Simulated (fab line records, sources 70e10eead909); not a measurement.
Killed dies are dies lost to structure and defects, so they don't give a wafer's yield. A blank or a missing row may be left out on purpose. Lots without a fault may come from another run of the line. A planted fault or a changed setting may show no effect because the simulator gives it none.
A struck lot beside a sound one | flow nand_harc | 14 steps out of a route of 1302
Sound: wafers L995.1, L995.2, L995.4. Struck: wafers L987.1, L987.2, L987.3. The cause comes at the end.
At each step with rows: each side's tool, then ch and its chambers, then its first start. Under that, the readings that differ: sound wafers | struck wafers | difference of the means | sigmas: that difference in standard deviations of wafers without a fault.
alike: readings whose means differ by less than 2 such deviations, and words and numbers that are the same on both sides. not compared: withheld readings, readings that some wafer has no value for, bounds like >300 that may hide the same value, and numbers for which the record gives no deviation and whose values overlap.
The two part at a step that has a row with sigmas, a row that says differs or no value, or rows on one side only. Numbers that don't overlap but have no deviation are shown without sigmas and don't part them. A reading that every wafer of one side lacks parts them only if that side has two wafers or more.

first, 6 steps without rows for these wafers: NHARC_A_STAIRCASE_SOFTBAKE_212 (time 170 s); NHARC_A_STAIRCASE_EBR_213; NHARC_A_STAIRCASE_EXPOSE_214 (exposes mask STAIR 3); NHARC_A_STAIRCASE_PEB_215 (peb time 130 s); NHARC_A_STAIRCASE_DEVELOP_216 (time 140 s); NHARC_A_STAIRCASE_HARDBAKE_218 (time 140 s).
NHARC_A_STAIRCASE_DESCUM_219: chemistry O2, time 3 s.
  sound on rie_diel-02 ch 0,1,3, day 24 14:28; struck on rie_diel-11 ch 0,1,3, day 20 22:44
  reading                | sound    | struck   | difference | sigmas
  rf_hours_counter_h (h) | 55 56 55 | 10 10 12 | -45        |
  alike: drypump_motor_current_A, oes_product_au, rf_vpp_V, showerhead_plenum_p_Torr, throttle_valve_pct
NHARC_A_STAIRCASE_TRIM_220: chemistry O2, time 211.2 s.
  sound on rie_diel-02 ch 0,1,3, day 24 14:34; struck on rie_diel-11 ch 0,2,3, day 20 22:49
  reading                | sound    | struck   | difference | sigmas
  rf_hours_counter_h (h) | 55 55 56 | 10 10 11 | -45        |
  alike: chamber_pressure_mTorr, drypump_motor_current_A, oes_product_au, rf_vpp_V, showerhead_plenum_p_Torr, throttle_valve_pct
NHARC_A_STAIRCASE_ETCH_221: etches the open film in C4F8/O2, target depth 100 nm, time 40.5 s.
  sound on rie_diel-02 ch 0,1,2; struck on rie_diel-11 ch 0,1,3
  reading                | sound    | struck   | difference | sigmas
  rf_hours_counter_h (h) | 56 55 58 | 10 10 12 | -46        |
  alike: bias_w, oes_product_au, rf_vpp_V
then, 1 step without rows for these wafers: NHARC_A_STAIRCASE_TRIM_222 (chemistry O2, time 211.2 s).
NHARC_A_STAIRCASE_ETCH_223: etches the open film in C4F8/O2, target depth 100 nm, time 40.5 s.
  sound on rie_diel-02 ch 1,2,3; struck on rie_diel-11 ch 0,1,2
  reading                | sound    | struck   | difference | sigmas
  rf_hours_counter_h (h) | 59 56 55 | 10 12 11 | -46        |
  alike: bias_w, oes_product_au, rf_vpp_V
NHARC_A_STAIRCASE_TRIM_224: chemistry O2, time 211.2 s.
  sound on rie_diel-02 ch 0,2,3, day 24 15:02; struck on rie_diel-11 ch 0,1,3, day 20 23:17
  no value came back on the struck wafers for any of 8 readings (bias_w (W), chamber_pressure_mTorr (mTorr) and others); on the sound wafers bias_w (W) reads 0 0 0
NHARC_A_STAIRCASE_ETCH_225: etches the open film in C4F8/O2, target depth 100 nm, time 40.5 s.
  sound on rie_diel-02 ch 0,2,3; struck on rie_diel-11 ch 0,1,3
  reading                | sound             | struck            | difference | sigmas
  oes_product_au (a.u.)  | 0.924 0.928 0.938 | 0.942 0.953 0.964 | +0.023     | +2
  rf_hours_counter_h (h) | 59 55 55          | 10 10 12          | -46        |
  alike: bias_w, rf_vpp_V
-- the record jumps here: 8 days lie between the struck wafers' starts before and after (it left off in module A_STAIRCASE and takes up again in module END, whose first step shown is number 1302 of the route) --
NHARC_END_SORT_01:
  sound on prober-01 ch 0, day 32 18:20; struck on prober-01 ch 0, day 28 23:58
  reading         | sound    | struck      | difference | sigmas
  killed_at_array | 52 62 52 | 672 676 677 | +620       | +52
  killed_dies     | 58 67 60 | 677 677 677 | +615       | +51
  alike: killed_at_other, killed_at_periphery, killed_open, killed_short

WHERE THEY PART
First at NHARC_A_STAIRCASE_TRIM_224; last, within this record, at NHARC_END_SORT_01.

WHY: what the simulator had put in
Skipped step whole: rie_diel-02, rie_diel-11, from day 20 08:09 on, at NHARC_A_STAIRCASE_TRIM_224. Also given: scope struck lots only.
